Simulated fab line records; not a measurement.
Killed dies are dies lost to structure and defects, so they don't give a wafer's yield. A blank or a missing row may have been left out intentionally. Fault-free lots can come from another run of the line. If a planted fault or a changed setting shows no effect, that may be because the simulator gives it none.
Matching of chambers + flow nandHarc + rieDiel-11 running NHARC_P_M1_DESCUM_14: 4 sister chambers
The step chemistry O2, time 3 s. 27 wafers are shown with their chamber, then 12 later ones without.

## WAFERS, EACH WITH ITS CHAMBER
| wafer  | chamber | showerheadPlenumPTorr (Torr) | drypumpMotorCurrentA (A) | oesProductAu (a.u.) |
|--------|---------|------------------------------|--------------------------|---------------------|
| L074.2 | 3       | 1.87                         | 6.0                      | 0.996               |
| L074.3 | 0       | 2.05                         | 5.8                      | 1.012               |
| L074.6 | 2       | 1.81                         | 6.1                      | 0.982               |
| L075.2 | 1       | 1.96                         | 5.5                      | 0.992               |
| L075.5 | 3       | 1.87                         | 6.0                      | 0.987               |
| L075.6 | 0       | 2.05                         | 5.8                      | 0.999               |
| L076.1 | 3       | 1.87                         | 5.9                      | 0.993               |
| L076.3 | 2       | 1.81                         | 6.1                      | 0.970               |
| L076.5 | 2       | 1.81                         | 6.1                      | 0.972               |
| L078.1 | 1       | 1.96                         | 5.5                      | 0.984               |
| L078.3 | 3       | 1.87                         | 5.9                      | 1.000               |
| L078.4 | 0       | 2.05                         | 5.8                      | 1.000               |
| L078.2 | 2       | 1.80                         | 6.1                      | 0.978               |
| L078.5 | 0       | 2.05                         | 5.8                      | 1.002               |
| L078.6 | 3       | 1.87                         | 5.9                      | 0.993               |
| L081.2 | 3       | 1.87                         | 6.0                      | 0.993               |
| L081.3 | 0       | 2.05                         | 5.8                      | 1.006               |
| L081.5 | 0       | 2.05                         | 5.8                      | 1.001               |
| L087.2 | 0       | 2.04                         | 5.8                      | 1.005               |
| L087.5 | 3       | 1.87                         | 5.9                      | 0.977               |
| L087.6 | 2       | 1.80                         | 6.1                      | 0.998               |
| L089.1 | 1       | 1.96                         | 5.5                      | 0.990               |
| L089.3 | 3       | 1.87                         | 5.9                      | 0.986               |
| L089.5 | 0       | 2.04                         | 5.8                      | 0.995               |
| L088.1 | 0       | 2.04                         | 5.8                      | 1.005               |
| L088.2 | 1       | 1.96                         | 5.5                      | 0.994               |
| L088.3 | 2       | 1.80                         | 6.1                      | 0.984               |

SIGNATURES (means of the wafers above)
| reading               | chamber 0 | chamber 1 | chamber 2 | chamber 3 | scatter within a chamber |
|-----------------------|-----------|-----------|-----------|-----------|--------------------------|
| showerheadPlenumPTorr | 2.0467    | 1.9600    | 1.8050    | 1.8700    | 0.0039                   |
| drypumpMotorCurrentA  | 5.800     | 5.500     | 6.100     | 5.938     | 0.0286                   |
| oesProductAu          | 1.00278   | 0.99000   | 0.98067   | 0.99062   | 0.00695                  |
Rule: a wafer's distance from a chamber is the root of the sum, over the readings, of the square of ((its reading less the chamber's mean) divided by the reading's scatter). If the next closest chamber is less than 2 further off than the closest, the wafer can't be placed; otherwise it belongs to the closest. The scatter is the square root of a quotient: the sum, over the shown wafers, of each reading's squared deviation from its chamber's mean, divided by wafers minus chambers.

## WAFERS WITHOUT THEIR CHAMBER
| wafer  | showerheadPlenumPTorr (Torr) | drypumpMotorCurrentA (A) | oesProductAu (a.u.) |
|--------|------------------------------|--------------------------|---------------------|
| L093.1 | 1.80                         | 6.1                      | 0.999               |
| L093.3 | 2.04                         | 5.8                      | 0.998               |
| L093.6 | 1.87                         | 6.0                      | 0.990               |
| L096.1 | 2.04                         | 5.8                      | 1.006               |
| L096.2 | 1.87                         | 6.0                      | 0.982               |
| L096.3 | 1.96                         | 5.5                      | 0.995               |
| L096.4 | 1.80                         | 6.1                      | 0.987               |
| L096.5 | 1.96                         | 5.5                      | 0.996               |
| L096.6 | 1.80                         | 6.1                      | 0.989               |
| L097.1 | 1.96                         | 5.5                      | 1.000               |
| L097.5 | 2.04                         | 5.8                      | 1.006               |
| L097.6 | 1.86                         | 6.0                      | 1.000               |

## CHAMBER TAKEN BY EACH
| wafer  | from the rows above | in truth |
|--------|---------------------|----------|
| L093.1 | 2                   | 2        |
| L093.3 | 0                   | 0        |
| L093.6 | 3                   | 3        |
| L096.1 | 0                   | 0        |
| L096.2 | 3                   | 3        |
| L096.3 | 1                   | 1        |
| L096.4 | 2                   | 2        |
| L096.5 | 1                   | 1        |
| L096.6 | 2                   | 2        |
| L097.1 | 1                   | 1        |
| L097.5 | 0                   | 0        |
| L097.6 | 3                   | 3        |
Correct placement for 12 of the 12. From these rows, 0 cannot be placed. Wrongly placed: 0.
